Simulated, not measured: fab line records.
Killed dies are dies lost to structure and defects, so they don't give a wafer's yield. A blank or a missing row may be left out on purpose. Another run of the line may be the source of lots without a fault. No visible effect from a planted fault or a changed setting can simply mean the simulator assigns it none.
Matching of chambers | flow n5-finfet | N5_BEOL_M12_DEP_53 on pecvd-01 has 3 sister chambers
The step deposits SiCN from 3MS/NH3, target thk 30 nm, time 10.5 s. 16 wafers are shown with their chamber, then 8 later ones without.

EACH WAFER AND ITS CHAMBER
wafer  | chamber | throttle-valve-pct (%) | showerhead-plenum-p-Torr (Torr)
L077.2 | 2       | 18.1                   | 4.152
L077.3 | 2       | 18.1                   | 4.152
L077.6 | 0       | 18.2                   | 4.155
L080.1 | 0       | 18.4                   | 4.164
L080.4 | 0       | 18.3                   | 4.162
L080.5 | 2       | 18.2                   | 4.156
L082.1 | 1       | 17.5                   | 4.184
L082.2 | 0       | 18.3                   | 4.163
L082.4 | 2       | 18.3                   | 4.146
L083.1 | 0       | 18.2                   | 4.168
L083.3 | 2       | 18.3                   | 4.141
L083.5 | 0       | 18.1                   | 4.162
L086.1 | 0       | 18.3                   | 4.159
L086.3 | 1       | 17.3                   | 4.166
L086.4 | 0       | 18.1                   | 4.154
L089.2 | 1       | 17.1                   | 4.172

SIGNATURES, as means of the wafers listed above
reading                  | chamber 0 | chamber 1 | chamber 2 | scatter within a chamber
throttle-valve-pct       | 18.238    | 17.300    | 18.200    | 0.124
showerhead-plenum-p-Torr | 4.16087   | 4.17400   | 4.14940   | 0.00595
Rule: for a wafer and a chamber, the distance is found by dividing, reading by reading, the gap between the wafer's reading and the chamber's mean by the reading's scatter, squaring, summing and taking the root. The wafer belongs to the nearest chamber; if the next one is less than 2 further off, it can't be placed. How the scatter is found: for the shown wafers, subtract from each reading the mean of its chamber, square and add these, divide the total by (wafers less chambers), then take the root.

WAFERS WITH NO CHAMBER GIVEN
wafer  | throttle-valve-pct (%) | showerhead-plenum-p-Torr (Torr)
L089.4 | 18.2                   | 4.155
L089.5 | 17.5                   | 4.167
L093.2 | 18.3                   | 4.152
L093.4 | 17.2                   | 4.178
L093.6 | 18.4                   | 4.165
L097.1 | 18.1                   | 4.162
L097.3 | 18.5                   | 4.149
L097.6 | 18.0                   | 4.162

EACH ONE'S CHAMBER
wafer  | from the rows above     | in truth
L089.4 | can't be placed: 2 or 0 | 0
L089.5 | 1                       | 1
L093.2 | can't be placed: 2 or 0 | 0
L093.4 | 1                       | 1
L093.6 | can't be placed: 0 or 2 | 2
L097.1 | can't be placed: 0 or 2 | 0
L097.3 | can't be placed: 2 or 0 | 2
L097.6 | can't be placed: 0 or 2 | 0
Correctly placed: 2 of 8. Cannot be placed on the basis of these rows: 6; the candidates contain the true chamber in 6. Placed wrongly: 0.
